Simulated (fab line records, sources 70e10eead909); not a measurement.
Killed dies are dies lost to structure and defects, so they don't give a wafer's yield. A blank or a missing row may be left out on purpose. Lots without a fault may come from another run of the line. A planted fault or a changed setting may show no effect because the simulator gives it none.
fab line records | flow nand_harc
record lots=5 wafers=15 last_day=24
route steps=1159 shown A_STAIRCASE@581 END@1159
lots that met no fault: from a run of the same line without faults
start_h: hours from the record's first day to the start of the lot's first wafer shown | wait_h: hours since the lot's step before | " the same as in the row above | L1.1+2: a row that stands for several wafers | - no value, or no start given | * or withheld: withheld | < > ~ a bound
route shown NAME@n: a module of which the file shows steps, and the number in the route of the first | usual: mean/standard deviation of fault-free wafers | same: alike in all rows | chamber/n: place in a boat | sites: the reading at each site | _std_site: their standard deviation | _edge_site: outer sites' mean less inner sites' | radius_mm: how far each site lies from the wafer's centre | mask NAME#n: copy n | behind: the tool/chamber that last shaped the wafer | hold: why the lot was held/for how many hours/how that ended | device: the transistor (n, p or np) that didn't switch | end of line: the same wafers' tests at the end of the route | a step without rows: its recipe alone | killed: dies lost to structure and defects at the first sort, not the wafer's yield | map: a wafer's dies, x killed, . not, _ none there
set.NAME: the setting as run; set.NAME@STEP: as run at that earlier step | model.NAME: the simulator's own value behind a step, which no gauge read
lots at some steps of the route; a table a step, a row a wafer
services: from which hour (start_h, from the record's first day; less than 0 if before it) a tool's chamber was out of use, for how many hours, and why
## steps
# step NHARC_A_STAIRCASE_TRIM_187
# recipe time_s=211.2 o2_flow_sccm=500 ar_flow_sccm=0 bias_w=0 chemistry=O2
# usual drypump_motor_current_A=5.66/0.27 mfc_ar_sccm=0.013/0.013 oes_product_au=1.002/0.0098 rf_vpp_V=57.8/0.96 showerhead_plenum_p_Torr=3.49/0.14 throttle_valve_pct=17.037/0.0087
# columns lot.wafer tool chamber start_h wait_h drypump_motor_current_A mfc_ar_sccm oes_product_au rf_hours_counter_h rf_vpp_V showerhead_plenum_p_Torr throttle_valve_pct
L423.4 rie_diel-02 1 245.52 0.1 6.03 0.012 1.005 31 59.1 3.50 17.030
L423.2 " 2 " " 5.85 0 1.024 30 57.6 3.33 17.041
L423.5 " 1 " " 6.02 0.012 0.990 - 56.9 3.50 17.042
L435.4 rie_diel-05 3 321.21 0.1 5.56 0.030 1.005 55 57.7 3.65 17.037
L435.5 " 1 " " 5.68 0.034 1.006 - 57.3 3.60 17.038
L435.6 " 2 " " 5.49 0 0.993 - 56.3 3.57 17.044
L438.1 rie_diel-05 3 329.13 0.2 5.54 0.030 0.999 60 58.0 3.65 17.044
L438.2 " 0 " " 5.63 0 0.992 54 57.7 3.38 17.026
L438.5 " 3 " " 5.55 0.030 0.997 - 57.4 3.65 17.039
L439.1 rie_diel-11 2 339.77 0.1 5.95 0.011 0.996 51 58.5 3.36 17.039
L439.3 " 0 " " 6.15 0 1.005 47 57.0 3.36 17.035
L439.6 " 1 " " 5.64 0.010 0.999 - 57.8 3.32 17.037
L446.4 rie_diel-11 3 386.93 0.1 5.40 0 0.992 2 58.1 3.65 17.032
L446.2 " 0 " " 6.13 0 1.005 3 56.3 3.35 17.041
L446.3 " 1 " " 5.62 0.010 1.004 3 56.4 3.31 17.044
# step NHARC_A_STAIRCASE_ETCH_188
# recipe target_depth_a=1000 time_s=40.5 ion_energy_ev=400 c4f8_flow_sccm=20 o2_flow_sccm=10 ar_flow_sccm=withheld rf_w=600 bias_w=1000 chemistry=C4F8/O2
# step NHARC_A_STAIRCASE_TRIM_189
# recipe time_s=211.2 o2_flow_sccm=500 ar_flow_sccm=0 bias_w=0 chemistry=O2
# step NHARC_A_STAIRCASE_ETCH_190
# recipe target_depth_a=1000 time_s=40.5 ion_energy_ev=400 c4f8_flow_sccm=20 o2_flow_sccm=10 ar_flow_sccm=withheld rf_w=600 bias_w=1000 chemistry=C4F8/O2
# step NHARC_A_STAIRCASE_TRIM_191
# recipe time_s=211.2 o2_flow_sccm=500 ar_flow_sccm=0 bias_w=0 chemistry=O2
# step NHARC_A_STAIRCASE_ETCH_192
# recipe target_depth_a=1000 time_s=40.5 ion_energy_ev=400 c4f8_flow_sccm=20 o2_flow_sccm=10 ar_flow_sccm=withheld rf_w=600 bias_w=1000 chemistry=C4F8/O2
# step NHARC_A_STAIRCASE_TRIM_193
# recipe time_s=211.2 o2_flow_sccm=500 ar_flow_sccm=0 bias_w=0 chemistry=O2
# step NHARC_A_STAIRCASE_ETCH_194
# recipe target_depth_a=1000 time_s=40.5 ion_energy_ev=400 c4f8_flow_sccm=20 o2_flow_sccm=10 ar_flow_sccm=withheld rf_w=600 bias_w=1000 chemistry=C4F8/O2
# usual oes_product_au=0.943/0.011 rf_fwd_power_W=592.3/2.7 rf_vpp_V=894/5.2
# columns lot.wafer tool chamber start_h wait_h oes_product_au rf_fwd_power_W rf_hours_counter_h rf_vpp_V
L423.2 rie_diel-02 2 - - 0.962 594.4 30 887
L423.4 " 0 " " 0.947 593.6 34 886
L423.5 " 2 " " 0.947 596.0 - 888
L435.4 rie_diel-05 3 - - 0.949 593.4 60 900
L435.6 " 0 " " 0.938 590.4 - 891
L435.5 " 1 " " 0.938 587.0 - 897
L438.1 rie_diel-05 1 - - 0.926 589.3 51 898
L438.2 " 2 " " 0.932 590.1 63 898
L438.5 " 1 " " 0.928 589.8 - 898
L439.1 rie_diel-11 1 - - 0.928 593.6 50 888
L439.3 " 0 " " 0.948 593.1 47 890
L439.6 " 2 " " 0.930 593.3 - 888
L446.2 rie_diel-11 1 - - 0.952 590.0 4 887
L446.4 " 3 " " 0.949 589.1 3 899
L446.3 " 0 " " 0.950 595.7 3 890
# step NHARC_A_STAIRCASE_TRIM_196
# recipe time_s=211.2 o2_flow_sccm=500 ar_flow_sccm=0 bias_w=0 chemistry=O2
# usual drypump_motor_current_A=5.7/0.3 mfc_ar_sccm=0.011/0.012 oes_product_au=1.002/0.0097 rf_vpp_V=57.6/0.9 showerhead_plenum_p_Torr=3.46/0.14 throttle_valve_pct=17.037/0.0092
# columns lot.wafer tool chamber start_h wait_h drypump_motor_current_A mfc_ar_sccm oes_product_au rf_hours_counter_h rf_vpp_V showerhead_plenum_p_Torr throttle_valve_pct
L423.4 rie_diel-05 3 246.56 0.1 5.5 0.030 1.001 29 57.4 3.67 17.031
L423.2 " 0 " " 5.6 0 1.001 26 56.9 3.39 17.045
L423.5 " 2 " " 5.5 0 0.998 - 57.1 3.59 17.038
L435.4 rie_diel-02 3 326.60 0.1 5.6 0.014 1.016 64 57.3 3.55 17.031
L435.5 " 1 " " 6.0 0.012 0.996 - 57.3 3.48 17.037
L435.6 " 2 " " 5.8 0 1.021 - 57.7 3.32 17.036
L438.1 rie_diel-11 2 330.59 0.1 6.0 0.011 0.998 47 56.9 3.36 17.041
L438.2 " 1 " " 5.6 0.010 1.000 45 55.9 3.32 17.044
L438.5 " 1 " " 5.6 0.010 0.996 - 58.2 3.32 17.034
L439.3 rie_diel-11 1 341.13 0.1 5.6 0.010 0.994 50 56.2 3.32 17.054
L439.1 " 2 " " 6.0 0.011 1.010 51 57.2 3.36 17.038
L439.6 " 1 " " 5.6 0.010 0.989 - 56.4 3.32 17.041
L446.3 rie_diel-11 3 387.95 0.1 5.4 0 1.001 3 58.0 3.65 17.035
L446.2 " 0 " " 6.2 0 1.005 3 56.9 3.35 17.024
L446.4 " 1 " " 5.6 0.010 1.006 4 56.9 3.31 17.021
# step NHARC_A_STAIRCASE_ETCH_197
# recipe target_depth_a=1000 time_s=40.5 ion_energy_ev=400 c4f8_flow_sccm=20 o2_flow_sccm=10 ar_flow_sccm=withheld rf_w=600 bias_w=1000 chemistry=C4F8/O2
# usual oes_product_au=0.948/0.017 rf_fwd_power_W=592.6/2.8 rf_vpp_V=893/5
# columns lot.wafer tool chamber start_h wait_h oes_product_au rf_fwd_power_W rf_hours_counter_h rf_vpp_V
L423.2 rie_diel-05 0 - - 0.911 589.8 26 889
L423.4 " 3 " " 0.919 593.7 30 902
L423.5 " 0 " " 0.920 590.6 - 891
L435.4 rie_diel-02 0 - - 0.975 594.8 66 887
L435.6 " 1 " " 0.946 589.1 - 895
L435.5 " 2 " " 0.967 596.5 - 889
L438.2 rie_diel-11 0 - - 0.947 594.1 43 890
L438.1 " 1 " " 0.942 590.8 45 889
L438.5 " 1 " " 0.938 589.1 - 890
L439.1 rie_diel-11 1 - - 0.939 593.2 50 888
L439.3 " 2 " " 0.937 594.1 52 890
L439.6 " 1 " " 0.922 592.3 - 887
L446.2 rie_diel-11 1 - - 0.936 593.0 4 887
L446.3 " 2 " " 0.935 593.8 3 891
L446.4 " 3 " " 0.936 588.2 3 901
# step NHARC_A_STAIRCASE_TRIM_198
# recipe time_s=211.2 o2_flow_sccm=500 ar_flow_sccm=0 bias_w=0 chemistry=O2
# step NHARC_A_STAIRCASE_ETCH_199
# recipe target_depth_a=1000 time_s=40.5 ion_energy_ev=400 c4f8_flow_sccm=20 o2_flow_sccm=10 ar_flow_sccm=withheld rf_w=600 bias_w=1000 chemistry=C4F8/O2
# usual oes_product_au=0.943/0.014 rf_fwd_power_W=592.7/2.7 rf_vpp_V=893/5.2
# columns lot.wafer tool chamber start_h wait_h oes_product_au rf_fwd_power_W rf_hours_counter_h rf_vpp_V
L423.4 rie_diel-05 3 246.99 - 0.938 595.0 30 901
L423.2 " 2 " " 0.932 587.5 30 898
L423.5 " 3 " " 0.924 592.5 - 901
L435.4 rie_diel-02 2 327.03 - 0.960 597.2 60 888
L435.6 " 3 " " 1.119 589.3 - 896
L435.5 " 0 " " 1.106 593.9 - 886
L438.1 rie_diel-11 2 331.26 - 0.934 596.5 47 888
L438.2 " 0 " " 0.935 596.1 43 890
L438.5 " 1 " " 0.933 591.8 - 888
L439.1 rie_diel-11 0 341.72 - 0.955 597.7 48 889
L439.3 " 1 " " 0.939 593.1 50 888
L439.6 " 0 " " 0.944 595.5 - 889
L446.3 rie_diel-11 3 388.40 - 0.925 589.3 3 901
L446.4 " 0 " " 0.946 590.0 3 888
L446.2 " 1 " " 0.944 593.0 4 887
# step NHARC_A_STAIRCASE_TRIM_200
# recipe time_s=211.2 o2_flow_sccm=500 ar_flow_sccm=0 bias_w=0 chemistry=O2
# usual drypump_motor_current_A=5.71/0.29 mfc_ar_sccm=0.012/0.011 oes_product_au=1.003/0.011 rf_vpp_V=57.6/0.84 showerhead_plenum_p_Torr=3.47/0.15 throttle_valve_pct=17.035/0.0078
# columns lot.wafer tool chamber start_h wait_h drypump_motor_current_A mfc_ar_sccm oes_product_au rf_hours_counter_h rf_vpp_V showerhead_plenum_p_Torr throttle_valve_pct
L423.4 rie_diel-05 2 - - 5.49 0 0.991 30 56.7 3.59 17.041
L423.2 " 0 " " 5.62 0 0.986 26 57.9 3.39 17.038
L423.5 " 1 " " 5.72 0.034 1.014 - 58.1 3.61 17.035
L435.4 rie_diel-02 1 - - 6.02 0.012 1.003 65 56.5 3.48 17.048
L435.6 " 1 " " 6.04 0.012 1.008 - 57.2 3.48 17.041
L435.5 " 2 " " 5.85 0 1.016 - 58.2 3.32 17.030
L438.1 rie_diel-11 1 - - 5.61 0.010 0.997 46 57.1 3.32 17.025
L438.2 " 0 " " 6.14 0 1.006 43 56.9 3.37 17.022
L438.5 " 2 " " 5.97 0.011 1.000 - 56.8 3.36 17.042
L439.3 rie_diel-11 2 - - 5.95 0.011 0.996 52 56.3 3.36 17.041
L439.1 " 1 " " 5.64 0.010 0.995 50 57.2 3.32 17.038
L439.6 " 2 " " 5.98 0.011 0.997 - 57.8 3.36 17.027
L446.2 rie_diel-11 2 - - 5.97 0.011 0.994 3 58.7 3.35 17.035
L446.3 " 3 " " 5.39 0 1.003 3 58.6 3.65 17.035
L446.4 " 0 " " 6.16 0 1.007 3 56.3 3.35 17.040
# step NHARC_END_SORT_01
# recipe temp_c=25
# usual killed_at_array=29/11 killed_at_other=0.7/1.1 killed_at_periphery=3.1/2 killed_dies=33/11 killed_open=3.5/1.8 killed_short=2.0/1.4
# same gross_dies=677
# columns lot.wafer tool chamber start_h wait_h killed_at_array killed_at_other killed_at_periphery killed_dies killed_open killed_short
L435.5 prober-02 0 542.02 3.7 621 0 1 622 4 1
L435.6 prober-02 0 542.83 4.0 570 3 2 575 1 4
# killed by level:class
L435.5 A_STAIRCASE:area_etch=578 A_CHANNEL_HOLE_D1:chamber_film_flake=32 A_STAIRCASE:chamber_film_flake=3 A_CONTACT:chamber_film_flake=2 A_ONON_D1:geometric_particle:open=1 A_SGD_CUT:geometric_particle:open=1 A_SGD_CUT:geometric_particle:short=1 A_BLC:geometric_particle:open=1
L435.6 A_STAIRCASE:area_etch=546 A_CHANNEL_HOLE_D1:chamber_film_flake=12 A_CONTACT:chamber_film_flake=5 THIN_TSV:chamber_film_flake=3 P_CONTACT:geometric_particle:short=2 A_CHANNEL_FILL_D1:chamber_film_flake=2 A_STAIRCASE:chamber_film_flake=2 A_CHANNEL_HOLE_D1:geometric_particle:short=1
# map L435.5 (x killed, . not)
____________x____________
_________.x..xx._________
_______xx...xx.x.._______
______.xxx.xxxxx.x.______
_____xxxxxx..xxx.x.._____
____xxxxx.xxxxxxxx.x.____
____x.xx.xxx.xxxxx..x____
___xxxxxxxxxxxxxx.x.x.___
___xxxxxxxxxxxxxxxxxxx___
__xxxxxxxxxxxxxxxxxx.xx__
__xxxxxxxxxxxxxxxxxx.x.__
_xxxxxxxxxxxxxxxxxxxxxxx_
_xxxxxxxxxxxxxxxx.xxxx.._
_xxxxxxxxxxxxxxxxxxx...._
_xxxxxxxxxxxxxxxxxxxxx.._
_xxxxxxxxxxxxxxxx.xxxxx._
xxxxxxxxxxxxxxxxxxxxxxxx.
xxxxxx.xxxxxxxxxxxxxxx.x.
xxxxxxxxxxxxxxxxxx.xxxxxx
xxxxxxxxxxxxxxxxxxxxxxxxx
xxxxxxxxxxxxxxxxxxxxxxxx.
_xxxxxxxxxxxxxxxxxxxxxxx_
_xx.xxxxxxxxxxxxxxxxxxxx_
_xxxxxxxxxxxxxxxxx.xxxxx_
_xxxxxxxxxxxxxxxxxxxxxxx_
_xxxxxxxxxxxxxxxxxxxxxxx_
__xxxxxxxxxxxxxxxxxxxxx__
__xxxxxxxxxxxxxxxxxxxxx__
___xxxxxxxxxxxxxxxxxxx___
___xxxxxxxxxxxxxxxxx.x___
____xxxxxxxxxxxxxxxx.____
____xxxxxxxxxxxxxxx.x____
_____xxxxxxxxxxxxxxx_____
______xxxxxxxxxxxxx______
_______xxxxxxxxxxx_______
_________xxxxxxx_________
____________x____________
# map L438.2 (x killed, . not)
____________.____________
_________......._________
_______...x......._______
______.............______
_____............xx._____
____.............xx..____
____...........x.xxxx____
___..............xxxx.___
___...........x......x___
__...............xx....__
__.....................__
_......................._
_.................x....._
_.x.xxx................._
_.....x.....x..........._
_.......x..............._
.........................
....x..............x.....
.........................
....xx...............x...
..x......................
_......................._
_......................._
_......................._
_......................._
_......................._
__....................x__
__.....................__
___...................___
___...................___
____.................____
____.................____
_____..............._____
______......x..x...______
_______..........._______
_________.....xx_________
____________.____________
## services
# columns tool chamber start_h hours kind
rie_diel-05 1 223.34 2.1 repair
rie_diel-11 0 223.68 - clean
rie_diel-11 1 223.68 - clean
rie_diel-11 2 223.68 - clean
rie_diel-11 3 223.68 - clean
rie_diel-11 3 230.67 8.3 repair
rie_diel-11 0 231.29 6.4 repair
rie_diel-11 0 248.18 - clean
rie_diel-11 1 248.18 - clean
rie_diel-11 2 248.18 - clean
rie_diel-11 3 248.18 - clean
rie_diel-11 0 272.77 - clean
rie_diel-02 2 274.32 1.4 repair
rie_diel-11 3 278.25 3.4 repair
rie_diel-05 0 294.72 5.7 repair
rie_diel-02 0 303.23 3.9 repair
rie_diel-05 1 305.50 14.4 repair
rie_diel-11 3 319.62 27.1 repair
rie_diel-11 2 319.79 1.4 repair
rie_diel-02 - 327.82 9.0 pm
rie_diel-05 - 340.70 9.0 pm
rie_diel-05 - 352.65 0.9 repair
rie_diel-11 - 367.18 9.0 pm
rie_diel-05 3 381.74 12.5 repair
## key
first_sign step=NHARC_A_STAIRCASE_ETCH_199 reading=oes_product_au direction=up sigmas=12 usual=0.943 struck=1.112
effect step=NHARC_END_SORT_01 reading=killed_dies direction=up sigmas=53 usual=33 struck=598
more_kills_born_at NHARC_A_STAIRCASE_ETCH_199@rie_diel-02=1124
met_at NHARC_A_STAIRCASE_ETCH_199
struck_wafers L435.5,L435.6
later_rows_left_out L435.5,L435.6
tester_left_out L435
fault kind=process_parameter_drift tool=rie_diel-02 chamber=- onset_h=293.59 steps=NHARC_A_STAIRCASE_ETCH_199 channel=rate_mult offset=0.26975 shape=step end_h=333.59 scope=struck_wafers_only
# tester_left_out: of these lots the tester's yield and bins aren't shown, on N5 and GAA mostly nor the transistor test; their killed dies are dies lost to structure and defects alone, not to doping, threshold or leakage, so they don't give the yield
# later_rows_left_out: the simulator's readings of these wafers behind a module that went badly wrong aren't trusted and aren't shown, but for the sort
